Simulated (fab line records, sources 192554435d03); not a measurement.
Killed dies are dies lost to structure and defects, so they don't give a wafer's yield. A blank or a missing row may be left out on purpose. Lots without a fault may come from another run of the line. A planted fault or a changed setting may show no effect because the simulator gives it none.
Which tool did it? | flow n5_finfet | 24 lots, 72 wafers sampled, at 2 steps of a route of 1938

WHAT THE GAUGES READ, wafer by wafer
N5_BEOL_M1_CD_MEAS_28: target cd y 23.3 nm. Usual: cd_nm 24.00 nm, standard deviation 0.23.
lot  | measured     | on        | cd_nm (nm)        | flag
L074 | day 7 14:41  | cd_sem-02 | 23.84 23.95 24.05 |
L075 | day 7 16:07  | cd_sem-01 | 23.88 23.80 23.80 |
L076 | day 7 16:37  | cd_sem-01 | 24.41 23.78 24.49 |
L077 | day 7 18:14  | cd_sem-03 | 23.94 23.91 24.48 |
L080 | day 7 18:41  | cd_sem-03 | 24.49 24.54 23.49 |
L079 | day 7 20:23  | cd_sem-03 | 24.13 24.06 23.83 |
L078 | day 7 22:54  | cd_sem-01 | 23.72 24.46 23.99 |
L081 | day 8 00:02  | cd_sem-02 | 23.80 23.60 23.92 |
L082 | day 8 00:19  | cd_sem-01 | 24.08 24.01 23.74 |
L083 | day 8 13:10  | cd_sem-01 | 24.46 24.27 24.37 |
L084 | day 8 13:25  | cd_sem-02 | 23.71 23.67 23.61 |
L085 | day 9 01:54  | cd_sem-01 | 23.92 24.03 23.82 |
L086 | day 9 10:17  | cd_sem-02 | 24.34 24.28 23.95 |
L088 | day 9 12:29  | cd_sem-01 | 24.41 23.79 24.18 |
L087 | day 9 12:41  | cd_sem-03 | 23.85 23.91 24.02 |
L089 | day 10 02:26 | cd_sem-01 | 24.20 24.28 24.07 |
L090 | day 10 06:33 | cd_sem-02 | 23.62 23.83 23.70 |
L091 | day 10 18:22 | cd_sem-03 | 24.12 24.08 23.98 |
L092 | day 10 21:29 | cd_sem-03 | 23.83 23.85 24.18 |
L093 | day 11 00:24 | cd_sem-02 | 24.15 23.90 23.80 |
L094 | day 11 05:56 | cd_sem-01 | 23.93 24.25 24.15 |
L095 | day 11 12:35 | cd_sem-02 | 24.00 23.92 23.77 |
L096 | day 11 15:08 | cd_sem-02 | 24.16 24.15 24.47 |
L097 | day 12 04:53 | cd_sem-02 | 23.77 23.59 23.96 |

WHICH TOOL RAN EACH LOT (tool, then ch and the chambers of the sampled wafers, then the start)
lot  | N5_BEOL_M0_PRE_CLEAN_131
L074 | cvd_co-02 ch 0,2, day 7 12:55
L075 | cvd_co-02 ch 1,2, day 7 14:20
L076 | cvd_co-01 ch 1,2, day 7 14:32
L077 | cvd_co-02 ch 0,1,2, day 7 15:35
L080 | cvd_co-01 ch 1,2, day 7 16:13
L079 | cvd_co-02 ch 0,1,2, day 7 17:12
L078 | cvd_co-02 ch 0,2, day 7 19:37
L081 | cvd_co-02 ch 1,2, day 7 21:45
L082 | cvd_co-01 ch 0,1,2, day 7 22:02
L083 | cvd_co-01 ch 0,1, day 8 10:05
L084 | cvd_co-02 ch 0,1,2, day 8 10:37
L085 | cvd_co-02 ch 0,2, day 8 21:54
L086 | cvd_co-01 ch 1,2, day 9 08:02
L088 | cvd_co-01 ch 0,1,2, day 9 10:44
L087 | cvd_co-02 ch 0,2, day 9 10:52
L089 | cvd_co-02 ch 0,2, day 9 23:04
L090 | cvd_co-02 ch 0,1,2, day 10 03:38
L091 | cvd_co-01 ch 1,2, day 10 16:13
L092 | cvd_co-02 ch 0,1,2, day 10 18:46
L093 | cvd_co-01 ch 0,1,2, day 10 21:01
L094 | cvd_co-01 ch 0,1, day 11 02:42
L095 | cvd_co-01 ch 0,1,2, day 11 10:01
L096 | cvd_co-01 ch 0,1,2, day 11 13:22
L097 | cvd_co-01 ch 1,2, day 12 02:06
- N5_BEOL_M0_PRE_CLEAN_131: time 15 s.

WHAT THE TOOLS THEMSELVES READ (means of the sampled wafers that have a number; where no wafer has one, the mark that the record gives instead)
N5_BEOL_M0_PRE_CLEAN_131. Usual: heater_power_w 83 W, standard deviation 7.3.
lot  | tool      | heater_power_w (W) | flag
L074 | cvd_co-02 | 80                 |
L075 | cvd_co-02 | 86                 |
L076 | cvd_co-01 | 80                 |
L077 | cvd_co-02 | 83                 |
L080 | cvd_co-01 | 81                 |
L079 | cvd_co-02 | 81                 |
L078 | cvd_co-02 | 81                 |
L081 | cvd_co-02 | 87                 |
L082 | cvd_co-01 | 84                 |
L083 | cvd_co-01 | 87                 |
L084 | cvd_co-02 | 82                 |
L085 | cvd_co-02 | 78                 |
L086 | cvd_co-01 | 77                 |
L088 | cvd_co-01 | 84                 |
L087 | cvd_co-02 | 80                 |
L089 | cvd_co-02 | 78                 |
L090 | cvd_co-02 | 83                 |
L091 | cvd_co-01 | 78                 |
L092 | cvd_co-02 | 82                 |
L093 | cvd_co-01 | 85                 |
L094 | cvd_co-01 | 90                 |
L095 | cvd_co-01 | 84                 |
L096 | cvd_co-01 | 83                 |
L097 | cvd_co-01 | 79                 |

THE ANSWER, worked out from the rows above alone
Rule: a lot is off if the mean of its wafers that have a number lies more than 3 standard deviations from the usual mean. A lot without any number at a reading at which 4 lots or more have one is off too. The other lots that the step has rows for count as sound. The gauges are gone through in route order, then the tools' own readings, and for those a lot's mean is taken as printed above. The first step at which some lot is off is used, and at that step the reading that is off furthest; a lot without a number counts as furthest.
No lot is off at any reading shown: from this, nothing can be told.

WHAT THE SIMULATOR HAD PUT IN
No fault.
